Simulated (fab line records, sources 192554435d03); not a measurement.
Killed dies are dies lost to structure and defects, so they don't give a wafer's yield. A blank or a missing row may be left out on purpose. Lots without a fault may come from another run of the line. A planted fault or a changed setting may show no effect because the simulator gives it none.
Chamber matching | flow n5_finfet | N5_SDB_CMP_30 on cmp-01: 4 sister chambers
The step polishes, stops on poly-Si, t overpolish 1.54 s, target thk 30 nm. 18 wafers are shown with their chamber, then 9 later ones without.

WAFERS WITH THEIR CHAMBER
wafer  | chamber | motor_current_A (A) | time_to_endpoint_s (s) | slurry_flow_ml_min
L078.3 | 1       | 11.4                | 18.6                   | 149.9
L078.4 | 2       | 12.4                | 23.2                   | 150.8
L078.6 | 1       | 11.5                | 20.1                   | 151.0
L082.1 | 2       | 12.4                | 22.4                   | 151.1
L082.2 | 1       | 11.7                | 22.3                   | 150.3
L082.4 | 0       | 12.9                | 16.8                   | 150.6
L083.1 | 1       | 11.7                | 19.0                   | 150.2
L083.4 | 3       | 11.8                | 14.3                   | 149.9
L083.5 | 0       | 13.3                | 14.1                   | 149.8
L084.4 | 1       | 11.4                | 20.3                   | 150.3
L084.5 | 2       | 12.4                | 21.4                   | 149.9
L084.6 | 1       | 11.8                | 22.4                   | 150.4
L086.2 | 3       | 11.8                | 15.0                   | 150.1
L086.3 | 1       | 11.3                | 21.4                   | 149.3
L086.4 | 0       | 13.1                | 14.1                   | 149.7
L089.2 | 3       | 12.1                | 18.4                   | 150.8
L089.4 | 0       | 13.5                | 16.3                   | 150.0
L089.5 | 1       | 11.4                | 22.6                   | 150.1

SIGNATURES (means of the wafers above)
reading            | chamber 0 | chamber 1 | chamber 2 | chamber 3 | scatter within a chamber
motor_current_A    | 13.200    | 11.525    | 12.400    | 11.900    | 0.188
time_to_endpoint_s | 15.325    | 20.837    | 22.333    | 15.900    | 1.57
slurry_flow_ml_min | 150.025   | 150.188   | 150.600   | 150.267   | 0.487
Rule: a wafer's distance from a chamber is the root of the sum, over the readings, of the square of ((its reading less the chamber's mean) divided by the reading's scatter). The wafer belongs to the nearest chamber; if the next one is less than 2 further off, it can't be placed. The scatter: the root of (the sum of the squares of (reading less its chamber's mean) over the shown wafers, divided by (wafers less chambers)).

WAFERS WITHOUT THEIR CHAMBER
wafer  | motor_current_A (A) | time_to_endpoint_s (s) | slurry_flow_ml_min
L092.1 | 12.2                | 15.8                   | 149.2
L092.2 | 13.4                | 16.2                   | 149.9
L092.3 | 12.5                | 21.5                   | 149.4
L093.1 | 12.7                | 21.6                   | 150.4
L093.2 | 12.5                | 17.0                   | 149.5
L093.4 | 11.4                | 19.4                   | 150.6
L096.2 | 12.7                | 14.0                   | 150.6
L096.3 | 11.3                | 21.1                   | 150.4
L096.5 | 11.4                | 18.0                   | 149.9

WHICH CHAMBER EACH WENT THROUGH
wafer  | from the rows above          | in truth
L092.1 | 3                            | 3
L092.2 | 0                            | 0
L092.3 | 2                            | 2
L093.1 | 2                            | 2
L093.2 | can't be placed: 3 or 0 or 2 | 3
L093.4 | 1                            | 1
L096.2 | can't be placed: 0 or 3      | 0
L096.3 | 1                            | 1
L096.5 | can't be placed: 1 or 3      | 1
Placed correctly: 6 of 9. Can't be placed from these rows: 3 (the true chamber is among the candidates in 3). Placed wrongly: 0.
